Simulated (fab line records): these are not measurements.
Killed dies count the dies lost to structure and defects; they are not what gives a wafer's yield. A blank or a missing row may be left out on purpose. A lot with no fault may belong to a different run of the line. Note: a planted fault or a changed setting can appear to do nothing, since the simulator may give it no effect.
8D (eight disciplines) problem report, filled in by code    flow nand_harc    the parts of the form that need people (team, actions taken, sign-off) are left out

== 1. WHAT IS WRONG ==
Wafers without a fault read 0.997 a.u., standard deviation 0.016; oes_product_au at NHARC_P_ZERO_WELL_ETCH_63 reads a mean of 1.388 a.u. on 3 wafers belonging to 2 lots. That is +24 standard deviations from the usual mean.
The step: etches the open film in HBr/Cl2, target depth 120 nm, time 40.1 s.
Seen first at day 4 09:42 on rie_si-04, wafer L133.4. The record holds 33 wafers of 11 lots with a number at this step. Rule for "out" (also "out of limits"): further than 4 standard deviations from the usual mean. The other wafers with a number count as sound.

== 2. WHAT IT IS, AND WHAT IT ISN'T ==
question                     is                      is not
which readings at this step  oes_product_au          drypump_motor_current_A, hbr_flow_sccm, throttle_valve_pct
which lots                   L133, L135              L129, L131, L132, L142, L145, L146, L147, L148, L149
which wafers of those lots   L133.4, L133.5, L135.4  L133.6, L135.1, L135.6
read on which tools          rie_si-04               rie_si-03, rie_si-06
when                         from day 4 09:42        up to then (10 sound wafers); but 20 sound wafers of L135, L142, L145, L146, L147, L148, L149 came after

== 3. THE SUSPECTS, EACH WITH WHAT RULES IT OUT ==
Counting: any tool at a process step up to the reading remains a suspect provided it ran every lot that is out. Sound lots after the first of them don't rule it out here, since some wafers of a struck lot are sound.
- rie_si-04 at NHARC_P_ZERO_WELL_ETCH_63 (etches the open film in HBr/Cl2, target depth 120 nm, time 40.1 s): kept. It processed each lot that is out (first: L133, day 4 09:42); up to then, its last sound lot is L132 (day 3 23:32). Its own readings are out on those wafers: oes_product_au.
Left after counting: rie_si-04 at NHARC_P_ZERO_WELL_ETCH_63.

== 4. THE CAUSE (what the simulator had put in) ==
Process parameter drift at NHARC_P_ZERO_WELL_ETCH_63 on rie_si-04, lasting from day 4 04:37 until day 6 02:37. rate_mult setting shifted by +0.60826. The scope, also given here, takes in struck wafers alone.
Only this tool survived the counting.

== 5. SEQUENCE OF EFFECTS, ordered by route ==
Rows list readings where the struck wafers' mean (over those with a number) sits beyond 3 standard deviations from the usual. Scope: only readings with a usual standard deviation given in the record; hours: median across lots of the time from each lot's start at the first step in this table that gives one to its start at this step; sigmas: change in usual standard deviations.
hours  step                       reading         usual       on struck wafers  change  sigmas
0      NHARC_P_ZERO_WELL_ETCH_63  oes_product_au  0.997 a.u.  1.388             +0.391  +24
Process steps it contains:
- NHARC_P_ZERO_WELL_ETCH_63: etches the open film in HBr/Cl2, target depth 120 nm, time 40.1 s.

== 6. WHAT WOULD HAVE CAUGHT IT SOONER ==
First out-of-limits reading in this record: day 4 09:42, which is 5 hours after fault onset at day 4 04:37.
